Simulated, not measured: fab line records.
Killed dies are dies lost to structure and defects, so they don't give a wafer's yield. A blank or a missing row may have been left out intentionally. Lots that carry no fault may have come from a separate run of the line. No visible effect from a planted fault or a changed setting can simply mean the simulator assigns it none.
fab line records    flow n5Finfet
[record] lots = 4  wafers = 12  lastDay = 17
route steps=1938 shown SD_EPI_P@302 SD_ACTIVATION@330 ILD0@335 BEOL_M4@1111 PASSIVATION@1936
lots with no fault: from the same line, run without faults
startH: hours from the record's first day to the start of the lot's first wafer shown    waitH: hours elapsed since this lot's preceding step    " repeats the value in the row above    L1.1+2: a row that stands for several wafers    - either no value or no given start    * or withheld: withheld    < > ~ a bound
route shown NAME@n: NAME is a module with steps in the file, n the number in the route of the first one    usual: mean/standard deviation of fault-free wafers    same: alike in all rows    chamber/n: place in a boat    sites: per-site readings    _std_site: standard deviation across them    _edge_site: outer sites' mean less inner sites'    radiusMm: how far each site lies from the wafer's centre    mask NAME#n: copy n    behind: the most recent tool/chamber to have shaped the wafer    hold: reason for holding the lot/hours on hold/outcome of the hold    device: whichever transistor did not switch (one of n, p or np)    end of line: the route-end tests of the same wafers    a step with no rows: only its recipe    killed: not the wafer's yield, but the dies lost to structure and defects at the first sort    map: shows each die of a wafer: x if killed, . if not, _ if none is there
set.NAME: the setting the step ran with; set.NAME@STEP: the setting that earlier step ran with    model.NAME: the simulator's own value behind a step, which no gauge read
certain route steps with their lots: each step a table, each wafer a row
[[steps]]
[step N5_SD_EPI_P_DEVELOP_08]
[recipe] developTimeS = 30  developer = TMAH  resist = CAR-ArF-block  devTempC = 23  rinseLiquid = diw  dry = airSpin
[step N5_SD_EPI_P_DESCUM_14]
[recipe] chemistry = O2  timeS = 7.9  sourcePowerW = 50  biasPowerW = 20  pressureMtorr = 20  rfFrequencyHz = 2.712e+07  tempC = 40  resist = CAR-ArF-block  o2FlowSccm = 225
[step N5_SD_EPI_P_ETCH_36]
[recipe] chemistry = CF4  target = SiARC  targetDepthA = 455  maskMaterial = CAR-ArF-block  timeS = 75.8  ionEnergyEv = 80  pressureMtorr = 40  sourceW = 545  biasW = 36  Ar_flow_sccm = 100  cf4FlowSccm = 100  ends = cleared
[step N5_SD_EPI_P_ETCH_37]
[recipe] chemistry = N2/H2  target = SOC  overetchA = 1080  maskMaterial = SiARC  tempC = 40  ionEnergyEv = 100  sourceW = 3000  biasW = 133  pressureMtorr = 20  timeS = 486  n2FlowSccm = 200  h2FlowSccm = 200  ends = endPoint
[step N5_SD_EPI_P_STRIP_38]
[recipe] chemistry = N2/H2  tempC = 40  n2FlowSccm = 200  h2FlowSccm = 200  rfFrequencyHz = 6e+07
[step N5_SD_EPI_P_ETCHBACK_46]
[recipe] chemistry = CH3F/O2  mode = anisotropicEtchback  target = SiNx  targetDepthA = 175  stopOn = SiO2  overEtchFrac = 0.3  ionEnergyEv = 120  pressureMtorr = 30  sourceW = 395  biasW = 73  Ar_flow_sccm = 150  CH3F_flow_sccm = 30  O2_flow_sccm = 20
[step N5_SD_EPI_P_ETCH_47]
[recipe] chemistry = CH3F/O2  target = SiOCN  targetDepthA = 250  maskMaterial = SOC  ionEnergyEv = 60  biasW = 29  pressureMtorr = 30  sourceW = 410  Ar_flow_sccm = 150  CH3F_flow_sccm = 30  O2_flow_sccm = 20
[step N5_SD_EPI_P_ETCH_16]
[recipe] chemistry = CHF3/O2  target = SiO2  targetDepthA = 50  maskMaterial = SOC  pressureMtorr = 30  sourceW = 650  biasW = 170  Ar_flow_sccm = 200  CHF3_flow_sccm = 50  O2_flow_sccm = 5  ionEnergyEv = 200
[step N5_SD_EPI_P_STRIP_50]
[recipe] chemistry = CHF3/O2  resist = SiARC  rfFrequencyHz = 6e+07
[step N5_SD_EPI_P_SD_RECESS_17]
[recipe] chemistry = HBr/Cl2/O2  targetDepthA = 391  btTimeS = 3  pressureMtorr = 10  icpW = 800  biasW = 112  HBr_flow_sccm = 150  Cl2_flow_sccm = 80  O2_flow_sccm = 12
[usual] drypumpMotorCurrentA = 5.8/0.41  oes_o_777_au = 1.003/0.016  oesProductAu = 1.001/0.013  throttleValvePct = 37.06/0.22
lot.wafer  tool      chamber  startH  waitH  drypumpMotorCurrentA  oes_o_777_au  oesProductAu  rfHoursCounterH  throttleValvePct  model.etch.depthNm  model.SD_EPI_P.featureDepthNm
L374.2     rieSi-06  2        122.49  0.0    5.2                   1.019         1.010         86               37.14             38.67               38.6
L374.3     "         3        "       "      6.2                   1.009         1.010         60               36.62             39.69               39.6
L374.6     "         1        "       "      5.4                   1.030         0.998         -                37.14             38.04               38
L376.2     rieSi-06  1        135.30  0.0    5.3                   1.028         1.004         1                37.13             28.81               28.8
L376.3     "         0        "       "      5.9                   1.015         1.011         8                36.81             30.1                30
L376.4     "         3        "       "      6.2                   1.014         1.000         60               36.60             29.76               29.8
L377.1     rieSi-06  0        141.10  0.0    5.9                   1.007         1.012         8                36.81             30.24               30.2
L377.4     "         3        "       "      6.2                   1.009         1.016         60               36.62             30.25               30.2
L377.6     "         2        "       "      5.2                   1.018         1.018         -                37.14             29.72               29.8
L378.2     rieSi-02  2        147.09  0.0    4.9                   0.979         0.994         31               36.96             38.9                39
L378.5     "         2        "       "      4.9                   0.992         0.985         -                36.99             38.39               38.4
L378.6     "         3        "       "      5.8                   0.988         0.988         -                37.04             38.98               39
[step N5_SD_EPI_P_WET_ETCH_45]
[recipe] chemistry = dHF  dilution = withheld  timeS = 10.7  target = SiO2  targetDepthA = 20  tempC = 25  dry = ipaMarangoni  rinseTimeS = 30  rinseTempC = 23
[step N5_SD_EPI_P_STRIP_40]
[recipe] chemistry = N2/H2  powerW = 1000  tempC = 250  h2Frac = 0.65  overashFraction = 0.3  pressureMtorr = withheld  n2FlowSccm = 1750  h2FlowSccm = 3250
[step N5_SD_EPI_P_PRECLEAN_52]
[recipe] chemistry = O3/DIW  timeS = 60  tempC = 22  o3Ppm = 10
[step N5_SD_EPI_P_SRD_20]
[recipe] dry = ipaMarangoni  doPpb = 5  timeS = 30  tempC = 23  rinseLiquid = diw
[step N5_SD_EPI_P_PRECLEAN_51]
[recipe] chemistry = NF3:NH3  afsCycles = 1  tempC = 30  timeS = 20  sublimationTempC = 180  sublimationTimeS = 60  pressureTorr = 3  rfPowerW = 30
[step N5_SD_EPI_P_VAPOR_ETCH_44]
[recipe] chemistry = NF3/Ar  target = SiGe30  tempC = 25  timeS = 3.3  mode = isotropic
[step N5_SD_EPI_P_EPI_21]
[recipe] material = SiGe:B  dopant = B  tempC = 550  pressureTorr = 20  ambient = H2  timeS = 355
[step N5_SD_EPI_P_HM_STRIP_48]
[recipe] chemistry = H3PO4  tempC = 160  material = SiNx  target = SiNx  targetDepthA = 30  overetchFraction = 0.3
[step N5_SD_EPI_P_SRD_49]
[recipe] dry = ipaMarangoni  timeS = 30  tempC = 23  rinseLiquid = diw
[step N5_SD_EPI_P_PRECLEAN_24]
[recipe] chemistry = O3/DIW  timeS = 45  tempC = 22  o3Ppm = 10
[step N5_SD_EPI_P_PRECLEAN_32]
[recipe] chemistry = dHF  timeS = 10  dilution = 500:1  tempC = 25
[step N5_SD_EPI_P_PRECLEAN_33]
[recipe] chemistry = SC2  timeS = 45  tempC = 35  mix = 1:1:50
[step N5_SD_EPI_P_SRD_25]
[recipe] timeS = 30  tempC = 23  rinseLiquid = diw  dry = ipaMarangoni
[step N5_SD_ACTIVATION_RTA_00]
[recipe] tempC = 975  timeS = 0  ambient = N2  idleTempC = 600  rampUpCPerS = 150  rampDownCPerS = 60  coolToC = 600
[step N5_SD_ACTIVATION_LSA_01]
[recipe] tempC = 1080  timeS = 0.0008  ambient = N2
[step N5_ILD0_LINER_00]
[recipe] material = SiNx  targetThkA = 40  tempC = 400  aldPrecursorFamily = SiH2I2  aldCoReactant = N2/H2-plasma  pulseTimeS = 1  purgeTimeS = 2  coReactantPurgeTimeS = 2  aldCycles = 80  pressureTorr = 2
[step N5_ILD0_FCVD_FILL_01]
[recipe] material = SiO2_flowable  targetThkA = 2000  tempC = 100  pressureTorr = 0.8  rfW = 2000  timeS = 328.3
[step N5_ILD0_CURE_02]
[recipe] tempC = 450  timeS = 1800  ambient = steam  idleTempC = 400  rampUpCPerMin = 5  rampDownCPerMin = 3  densificationPH2oTorr = 640
[step N5_ILD0_CMP_03]
[recipe] stopOn = SiNx  tOverpolishS = 1.9  postCmpClean = alkalineBrush  downForcePsi = 4.1491  platenRpm = 51.796  padVelocityMS = 1.0306  targetThkNm = 197.38
[step N5_ILD0_CMP_07]
[recipe] stopOn = poly-Si  material = SiO2_flowable  tOverpolishS = 1.18  postCmpClean = alkalineBrush  downForcePsi = 4.1491  platenRpm = 51.796  padVelocityMS = 1.0306  targetThkNm = 138.88
[step N5_ILD0_PRECLEAN_10]
[recipe] chemistry = NF3:NH3  afsCycles = 5  timeS = 20  tempC = 30  sublimationTempC = 180  sublimationTimeS = 60  pressureTorr = 3  rfPowerW = 30
[step N5_ILD0_ALD_15]
[recipe] material = SiNx  targetThkA = 240  tempC = 400  aldPrecursorFamily = SiH2I2  aldCoReactant = N2/H2-plasma  pulseTimeS = 1  aldCycles = 480  purgeTimeS = 2  coReactantPurgeTimeS = 2  pressureTorr = 2
[step N5_BEOL_M4_RC_MEAS_101]
[usual] CJ_P = 5.82/0.23  DIBL_N = 36.5/1.9  DIBL_P = 36.4/2.2  IOFF_N = 0.17/0.034  IOFF_P = 0.21/0.036  IOFF_P_LONG = 0.000102/8.3e-06  ION_N = 678/12  ION_P = 462/7.1  REXT_P = 99.3/2.3  SS_N = 71.7/0.61  SS_P = 73.4/0.71  VT_N = 249/3.5  VT_P = -251/3  VT_P_LVT = -98.7/2.8
lot.wafer  tool       chamber  startH  waitH  CJ_P  DIBL_N[mV/V]  DIBL_P[mV/V]  IOFF_N[nA/um]  IOFF_P[nA/um]  IOFF_P_LONG[nA/um]  ION_N[uA/um]  ION_P[uA/um]  REXT_P[ohm.um]  SS_N[mV/dec]  SS_P[mV/dec]  VT_N[mV]  VT_P[mV]  VT_P_LVT[mV]
L374.2     prober-02  0        274.70  0.2    6.00  35.1          35.2          0.13           0.17           0.000103            678           462           101.0           71.4          72.1          253       -255      -100.8
L374.3     "          0        "       "      5.89  37.2          36.2          0.14           0.19           0.000101            665           457           99.3            72.5          72.8          253       -250      -100.5
L374.6     "          0        "       "      5.80  34.6          33.8          0.11           0.15           9.6e-05             647           441           102.3           70.9          72.4          257       -256      -103.5
L377.1     prober-02  0        282.52  0.0    3.76  35.1          32.2          0.13           0.13           8.1e-05             653           409           108.0           71.7          72.6          253       -261      -108.6
L377.4     "          0        "       "      3.89  34.2          31.9          0.13           0.13           8.2e-05             664           411           106.8           71.0          72.4          251       -259      -106.8
L377.6     "          0        "       "      3.68  36.2          34.0          0.16           0.15           8.2e-05             673           413           108.7           71.8          73.3          252       -258      -106.0
L376.2     prober-01  0        289.64  0.2    3.66  39.4          37.8          0.20           0.16           7.2e-05             678           404           109.0           72.7          73.6          248       -261      -107.6
L376.3     "          0        "       "      3.80  39.5          38.3          0.22           0.17           7.4e-05             705           418           105.6           71.9          73.9          245       -260      -106.5
L376.4     "          0        "       "      4.21  37.7          35.5          0.16           0.14           7.2e-05             670           406           108.2           72.4          73.7          251       -261      -108.6
L378.2     prober-02  0        294.74  0.2    5.62  32.7          33.2          0.10           0.15           9.9e-05             666           457           99.0            71.2          72.3          259       -255      -105.1
L378.5     "          0        "       "      6.01  31.8          31.3          0.09           0.13           0.000105            658           458           100.0           70.4          71.8          258       -258      -105.8
L378.6     "          0        "       "      5.69  37.3          38.2          0.17           0.22           9.9e-05             680           468           98.2            71.7          73.7          249       -251      -99.8
[step N5_PASSIVATION_PROBE_49]
[usual] defectLimitedYield = 91.0/1.5  killed_at_M0_to_M3 = 35/11  killed_at_M4_up = 13/5  killedAtContacts = 12/5.9  killedAtFrontEnd = 42/13  killedAtOther = 3/3.2  killedDies = 106/18  killedOpen = 69/13  killedShort = 35/8.9  sort_bin_5_function = 5.2/0.95  sort_bin_6_memory = 3.3/0.71  sort_bin_8_speed = 0.00/0.016  sortNPass = 1074/18  sortYieldPct = 91.0/1.5
[same] grossDies = 1180  killedAtBackSide = 0  sort_bin_4_leakage[%] = 0
lot.wafer  tool       chamber  startH  waitH  defectLimitedYield[%]  killed_at_M0_to_M3  killed_at_M4_up  killedAtContacts  killedAtFrontEnd  killedAtOther  killedDies  killedOpen  killedShort  sort_bin_5_function[%]  sort_bin_6_memory[%]  sort_bin_8_speed[%]  sortNPass  sortYieldPct[%]
L377.1     prober-01  -        392.04  0.0    92.0                   30                  17               16                29                2              94          72          22           5.1                     2.7                   92.03                0          0
L377.4     prober-01  -        392.19  0.2    93.1                   20                  11               7                 40                4              82          58          24           4.2                     2.6                   91.95                13         1.1
L377.6     prober-01  -        392.29  0.3    90.8                   26                  12               13                45                12             108         59          41           4.6                     3.3                   90.68                2          0.2
L376.2     prober-01  -        409.06  0.1    91.9                   30                  9                8                 47                1              95          59          30           4.5                     3.0                   91.95                0          0
L376.3     prober-01  -        409.11  0.1    90.8                   24                  10               15                59                0              108         79          28           5.3                     3.6                   63.90                318        26.9
L376.4     prober-01  -        409.16  0.2    90.4                   32                  19               14                46                2              113         73          33           5.6                     3.7                   90.42                0          0
// killed by level:class
L377.1 MOL_CONTACT_COAG:geometricParticle:open=13 FIN_SAQP:geometricParticle:open=11 BEOL_M1:geometricParticle:open=10 BEOL_M3:geometricParticle:open=8 STI_FIN_REVEAL:geometricParticle:open=7 BEOL_M4:geometricParticle:open=7 BEOL_M0_SAQP:geometricParticle:short=5 BEOL_M4:geometricParticle:short=4
L377.4 FIN_SAQP:geometricParticle:open=11 BEOL_M4:geometricParticle:open=7 DUMMY_GATE:geometricParticle:open=6 GATE_CUT:geometricParticle:short=5 BEOL_M1:geometricParticle:open=5 STI_FIN_REVEAL:geometricParticle:open=4 MOL_CONTACT_COAG:geometricParticle:open=4 BEOL_M0_SAQP:geometricParticle:open=4
L377.6 STI_FIN_REVEAL:geometricParticle:open=10 MOL_CONTACT_COAG:geometricParticle:open=9 HKMG_FIN:areaEtch=7 GATE_CUT:geometricParticle:short=6 BEOL_M0_SAQP:geometricParticle:open=6 MIM_TOP_ETCH:geometricParticle:short=5 MIM_TOP_ETCH:geometricParticle:open=5 MOL_CONTACT_COAG:geometricParticle:short=4
L376.2 STI_FIN_REVEAL:geometricParticle:open=7 FIN_SAQP:geometricParticle:open=6 FIN_SAQP:geometricParticle:short=6 BEOL_M3:geometricParticle:open=6 MOL_CONTACT_COAG:geometricParticle:open=6 BEOL_M0_SAQP:geometricParticle:open=5 BEOL_M0:geometricParticle:open=5 ILD0:geometricParticle:short=4
L376.3 FIN_SAQP:geometricParticle:open=18 MOL_CONTACT_COAG:geometricParticle:open=13 FIN_SAQP:geometricParticle:short=9 STI_FIN_REVEAL:geometricParticle:open=7 BEOL_M2:geometricParticle:open=6 DUMMY_GATE:geometricParticle:open=5 BEOL_M0_SAQP:geometricParticle:open=5 BEOL_M1:geometricParticle:open=5
L376.4 FIN_SAQP:geometricParticle:open=23 MOL_CONTACT_COAG:geometricParticle:open=10 FIN_SAQP:geometricParticle:short=8 BEOL_M4:geometricParticle:open=8 BEOL_M2:geometricParticle:open=7 BEOL_M0:geometricParticle:open=5 BEOL_M2:geometricParticle:short=5 BEOL_M3:geometricParticle:open=4
// map L376.4 (x killed, . not)
_________________......x.....________________
______________......x..........._____________
___________...................x....__________
__________x............x....x......._________
________......x.....x..x...x....x....._______
_______....x......x.x..........x.......______
______.......x..x..........x.........x.._____
_____.x.xx..x..x..........xx.x.......x...____
____...........x........x..x.x........x...___
___........................x...............__
___......x.....x.x...........x.............__
__....x..............x............x........._
__.....................................x...x_
_................x..x.......x................
_...x....x..x...x...........x...........x....
_................x.........x.................
_.xx...x.................x...................
_.......x.x.....x.......................x....
_..x....x..........x....x.........x........x.
_.......xx.........x....x..x..x.x...x.x......
_......x..................x..............x...
__x............x........................x..._
__...........................x.x.........x.._
___..x.........................x.....x.....__
___........................................__
____......x..x............................___
_____....x...............x.......x.......____
______.......x..........x..............._____
_______..x.x..x..x.x.x.......x.........______
________...............x.....x.....xx._______
__________....x.......x............._________
___________....x.........xx........__________
______________.......x.........._____________
_________________............________________
// map L377.6 (x killed, . not)
_________________......x..x..________________
______________............xxx..x_____________
___________........................__________
__________......x............x......_________
________................x...x........._______
_______....x.x.........................______
______..................x......x..x....._____
_____...x..x..........x..................____
____.................x...x................___
___x..x..................................x.__
___x.x........x....................x....x..__
__.....x.......................x............_
__x..............................x......x..._
_.........x..............xx..................
_x.....................x...............x.x..x
_.......................x...................x
_.......x.....................xx..........x..
_x.....x...x.................x...............
_.x..................x......x...x............
_.........x..................................
_..................x...x...x.x...............
__................x......x...........x......_
__x....x.................x.............x.xx._
___x................x......x.......x..x....__
___x....x........x...........x.............__
____.x.......x...........................x___
_____..........x.x..........x............____
______x...x..........xxx.x.xx...x......x_____
_______..........x......x............x.______
________................x.......x..x.x_______
__________......x.................x._________
___________....x......x........x...__________
______________...........x......_____________
_________________...........x________________
[[key]]
[firstSign] step = N5_BEOL_M4_RC_MEAS_101  reading = CJ_P  direction = down  sigmas = 8.5  usual = 5.82  struck = 3.83
[effect] step = N5_BEOL_M4_RC_MEAS_101  reading = ION_P  direction = down  sigmas = 7.3  usual = 462  struck = 410
[effect] step = N5_BEOL_M4_RC_MEAS_101  reading = REXT_P  direction = up  sigmas = 3.6  usual = 99.3  struck = 107.7
[effect] step = N5_BEOL_M4_RC_MEAS_101  reading = VT_P_LVT  direction = down  sigmas = 3.1  usual = -98.7  struck = -107.4
[effect] step = N5_BEOL_M4_RC_MEAS_101  reading = IOFF_P_LONG  direction = down  sigmas = 3  usual = 0.000102  struck = 7.7e-05
[effect] step = N5_BEOL_M4_RC_MEAS_101  reading = VT_P  direction = down  sigmas = 3  usual = -251  struck = -260
[effect] step = N5_BEOL_M4_RC_MEAS_101  reading = IOFF_P  direction = down  sigmas = 1.7  usual = 0.21  struck = 0.14  wafersMoved = 1
[effect] step = N5_PASSIVATION_PROBE_49  reading = sort_bin_8_speed  direction = up  sigmas = 99+  usual = 0.00  struck = 86.82
[modelEffect] step = N5_SD_EPI_P_SD_RECESS_17  value = etch.depthNm  without = 39.5  struck = 29.81
metAt N5_SD_EPI_P_SD_RECESS_17
struckWafers L376.2,L376.3,L376.4,L377.1,L377.4,L377.6
onsetBetween 122.49 135.30
[fault] kind = processParameterDrift  tool = rieSi-06  chamber = -  onsetH = 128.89  steps = N5_SD_EPI_P_SD_RECESS_17  channel = targetDepthA  offset = -95.907  shape = step  endH = 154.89  actsIn = theseRecipesOnly  stated = 391
